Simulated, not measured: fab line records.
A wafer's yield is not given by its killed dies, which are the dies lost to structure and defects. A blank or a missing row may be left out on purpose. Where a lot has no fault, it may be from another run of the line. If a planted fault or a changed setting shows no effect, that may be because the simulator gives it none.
Split-lot trial :: flow n5_finfet :: 21 wafers read across 7 lots, on a route 1938 steps long

ON THE SPLIT
At N5_FIN_SAQP_FIN_ETCH_36 (etches the open film in HBr/Cl2/O2, target depth 120 nm, time 50.4 s), the setting bias_w was moved away from the recipe's 102 W on 11 of the 21 wafers read, by -13.6% to +9.2%. The other wafers ran this setting at the recipe's value.

FROM THE SPLIT TO THE READING: what the file shows between them, 5 steps
- N5_FIN_CUT_COAT_18: time 60 s, resist thk 230 nm (also split here: temp_c)
- N5_FIN_CUT_COAT_19: time 60 s, resist thk 20 nm
- N5_FIN_CUT_COAT_29: time 60 s, resist thk 10 nm
- N5_STI_FIN_REVEAL_PRECLEAN_29: cleans in DHF, time 30 s
- N5_STI_FIN_REVEAL_SRD_12: time 30 s

THE READING
SiNx_of_FIN_SAQP_HM_DEP_03.thk_nm (the simulator's own value, which no gauge read), in nm, at N5_STI_FIN_REVEAL_RECESS_09 (chemistry HF/NH3, target SiO2, afs cycles 11, target depth 42.5 nm, sublimation time 60 s). No usual value for it is given in the file. Across the 10 wafers here that went through the recipe, the average is 18.1 nm and the standard deviation 0.31 nm.

wafer: L074.1
tool, chamber at the split: rie_si-03, 3,0
bias_w as run, W: 90.28
against the recipe: -11.5%
SiNx_of_FIN_SAQP_HM_DEP_03.thk_nm, nm: 18.6
against lot-mates on the recipe: +0.8

wafer: L074.3
tool, chamber at the split: rie_si-03, 3,0
bias_w as run, W: 90.28
against the recipe: -11.5%
SiNx_of_FIN_SAQP_HM_DEP_03.thk_nm, nm: 18.6
against lot-mates on the recipe: +0.8

wafer: L074.2
tool, chamber at the split: rie_si-03, 2
bias_w as run, W: 102
against the recipe: recipe
SiNx_of_FIN_SAQP_HM_DEP_03.thk_nm, nm: 17.8
against lot-mates on the recipe: -

wafer: L076.1
tool, chamber at the split: rie_si-03, 3,0
bias_w as run, W: 102
against the recipe: recipe
SiNx_of_FIN_SAQP_HM_DEP_03.thk_nm, nm: 17.6
against lot-mates on the recipe: -

wafer: L076.5
tool, chamber at the split: rie_si-03, 3,0
bias_w as run, W: 102
against the recipe: recipe
SiNx_of_FIN_SAQP_HM_DEP_03.thk_nm, nm: 18
against lot-mates on the recipe: -

wafer: L076.6
tool, chamber at the split: rie_si-03, 3
bias_w as run, W: 88.15
against the recipe: -13.6%
SiNx_of_FIN_SAQP_HM_DEP_03.thk_nm, nm: 19.8
against lot-mates on the recipe: +2.0

wafer: L080.2
tool, chamber at the split: rie_si-03, 1,0,0
bias_w as run, W: 90.01
against the recipe: -11.8%
SiNx_of_FIN_SAQP_HM_DEP_03.thk_nm, nm: 18.8
against lot-mates on the recipe: no lot-mate on the recipe

wafer: L080.4
tool, chamber at the split: rie_si-03, 1,0,0
bias_w as run, W: 90.01
against the recipe: -11.8%
SiNx_of_FIN_SAQP_HM_DEP_03.thk_nm, nm: 19.2
against lot-mates on the recipe: no lot-mate on the recipe

wafer: L080.5
tool, chamber at the split: rie_si-03, 1,0,0
bias_w as run, W: 90.01
against the recipe: -11.8%
SiNx_of_FIN_SAQP_HM_DEP_03.thk_nm, nm: 19
against lot-mates on the recipe: no lot-mate on the recipe

wafer: L089.2
tool, chamber at the split: rie_si-03, 2,1,1
bias_w as run, W: 102
against the recipe: recipe
SiNx_of_FIN_SAQP_HM_DEP_03.thk_nm, nm: 18
against lot-mates on the recipe: -

wafer: L089.4
tool, chamber at the split: rie_si-03, 2,1,1
bias_w as run, W: 102
against the recipe: recipe
SiNx_of_FIN_SAQP_HM_DEP_03.thk_nm, nm: 18.4
against lot-mates on the recipe: -

wafer: L089.6
tool, chamber at the split: rie_si-03, 2,1,1
bias_w as run, W: 102
against the recipe: recipe
SiNx_of_FIN_SAQP_HM_DEP_03.thk_nm, nm: 18.4
against lot-mates on the recipe: -

wafer: L090.2
tool, chamber at the split: rie_si-03, 3,2
bias_w as run, W: 111.4
against the recipe: +9.2%
SiNx_of_FIN_SAQP_HM_DEP_03.thk_nm, nm: 16.6
against lot-mates on the recipe: -1.2

wafer: L090.3
tool, chamber at the split: rie_si-03, 3,2
bias_w as run, W: 111.4
against the recipe: +9.2%
SiNx_of_FIN_SAQP_HM_DEP_03.thk_nm, nm: 16.8
against lot-mates on the recipe: -1.0

wafer: L090.4
tool, chamber at the split: rie_si-03, 0
bias_w as run, W: 102
against the recipe: recipe
SiNx_of_FIN_SAQP_HM_DEP_03.thk_nm, nm: 17.8
against lot-mates on the recipe: -

wafer: L092.1
tool, chamber at the split: rie_si-02, 3,2
bias_w as run, W: 102
against the recipe: recipe
SiNx_of_FIN_SAQP_HM_DEP_03.thk_nm, nm: 17.8
against lot-mates on the recipe: -

wafer: L092.2
tool, chamber at the split: rie_si-02, 3,2
bias_w as run, W: 102
against the recipe: recipe
SiNx_of_FIN_SAQP_HM_DEP_03.thk_nm, nm: 18.2
against lot-mates on the recipe: -

wafer: L092.6
tool, chamber at the split: rie_si-02, 1
bias_w as run, W: 92.13
against the recipe: -9.7%
SiNx_of_FIN_SAQP_HM_DEP_03.thk_nm, nm: 19.6
against lot-mates on the recipe: +1.6

wafer: L093.2
tool, chamber at the split: rie_si-02, 2,1
bias_w as run, W: 108
against the recipe: +5.9%
SiNx_of_FIN_SAQP_HM_DEP_03.thk_nm, nm: 16.4
against lot-mates on the recipe: -2.2

wafer: L093.3
tool, chamber at the split: rie_si-02, 2,1
bias_w as run, W: 108
against the recipe: +5.9%
SiNx_of_FIN_SAQP_HM_DEP_03.thk_nm, nm: 18
against lot-mates on the recipe: -0.6

wafer: L093.6
tool, chamber at the split: rie_si-02, 1
bias_w as run, W: 102
against the recipe: recipe
SiNx_of_FIN_SAQP_HM_DEP_03.thk_nm, nm: 18.6
against lot-mates on the recipe: -
If several chambers appear in one row, that row covers several wafers at once and the file leaves open which wafer was in which chamber.

THE FIT
A straight line over all 21 wafers: SiNx_of_FIN_SAQP_HM_DEP_03.thk_nm changes by -0.105 nm for each +1% of bias_w; r = -0.87; the points scatter about the line by 0.46 nm.
The same after taking each lot's own level away (the mean of its wafers on the recipe; 18 wafers): -0.127 nm for each +1%; r = -0.89; scatter 0.46 nm.
Per that fit: largest bias_w move, reading shift of 1.7 nm.
From 17.80 to 18.60 nm: that is the span of the lots' own levels, equal to 2.6 times the standard deviation above.
Hence the slope depends on the lot-to-lot level, as the two fits are not the same.
Check: +1.49 nm against its lot-mates is what the line predicts for one of the wafers moved furthest among these (-13.6%) when that wafer is left out of the fit. It came out at +2 nm against them.

FURTHER SPLITS ON THESE WAFERS
Before the reading, these wafers also passed through other splits. Each is held against what the fit with the lots' levels taken away leaves over:
other split on the same wafers: N5_ZERO_LAYER_EXPOSE_08 dose_mj
wafers away from the commonest value: 4
r with SiNx_of_FIN_SAQP_HM_DEP_03.thk_nm (lot level and that fit taken away): +0.10

other split on the same wafers: N5_ZERO_LAYER_DEVELOP_10 develop_time_s
wafers away from the commonest value: 10
r with SiNx_of_FIN_SAQP_HM_DEP_03.thk_nm (lot level and that fit taken away): +0.27

other split on the same wafers: N5_WELL_APT_EXPOSE_22 dose_mj
wafers away from the commonest value: 10
r with SiNx_of_FIN_SAQP_HM_DEP_03.thk_nm (lot level and that fit taken away): +0.28

other split on the same wafers: N5_WELL_APT_PEB_23 peb_temp_c
wafers away from the commonest value: 6
r with SiNx_of_FIN_SAQP_HM_DEP_03.thk_nm (lot level and that fit taken away): -0.44

other split on the same wafers: N5_FIN_CUT_COAT_18 temp_c
wafers away from the commonest value: 11
r with SiNx_of_FIN_SAQP_HM_DEP_03.thk_nm (lot level and that fit taken away): -0.05

THE FILE'S OWN FIT
SiNx_of_FIN_SAQP_HM_DEP_03.thk_nm changes by -0.133 nm for each +1% of bias_w, r = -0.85.
